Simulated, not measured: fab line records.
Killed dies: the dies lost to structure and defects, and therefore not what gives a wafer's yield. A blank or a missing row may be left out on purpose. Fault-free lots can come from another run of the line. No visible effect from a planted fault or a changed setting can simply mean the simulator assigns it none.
Matching of chambers    flow nand-harc    rie-diel-03 running NHARC_P_M2_STRIP_18: 4 sister chambers
The step strips in N2/H2. 8 wafers are shown with their chamber, then 8 later ones without.

== WAFERS, EACH WITH ITS CHAMBER ==
wafer   chamber  drypump-motor-current-A (A)  power-w (W)
L078.3  1        6.0                          1004.7
L080.3  2        5.6                          1001.8
L084.3  2        5.6                          1001.6
L084.4  0        6.6                          999.4
L087.1  0        6.6                          1000.5
L087.4  3        5.7                          999.9
L087.6  1        6.1                          1001.3
L096.1  3        5.8                          998.5

== WAFERS WHOSE CHAMBER IS MISSING ==
wafer   drypump-motor-current-A (A)  power-w (W)
L096.2  6.7                          998.7
L096.4  5.6                          1003.4
L096.3  6.1                          1000.6
L096.5  6.6                          1001.6
L096.6  6.1                          999.3
L095.2  6.0                          1003.7
L095.3  6.6                          999.3
L095.5  5.6                          995.5

== THE CHAMBER EACH PASSED THROUGH ==
wafer   from the rows above      in truth
L096.2  0                        0
L096.4  2                        2
L096.3  1                        1
L096.5  0                        0
L096.6  1                        1
L095.2  1                        1
L095.3  0                        0
L095.5  can't be placed: 3 or 2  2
Correct placement for 7 of the 8. Cannot be placed on the basis of these rows: 1; the candidates contain the true chamber in 1. Placed wrongly: 0.
How it was worked out, from the rows above alone: a wafer's distance from a chamber is the root of the sum, over the readings, of the square of ((its reading less the chamber's mean) divided by the reading's scatter). If the next closest chamber is less than 2 further off than the closest, the wafer can't be placed; otherwise it belongs to the closest. Each chamber's mean is taken over the wafers shown for it. The scatter: take each reading less its chamber's mean, square it, sum over the shown wafers, divide by the number of wafers less the number of chambers, and take the root.
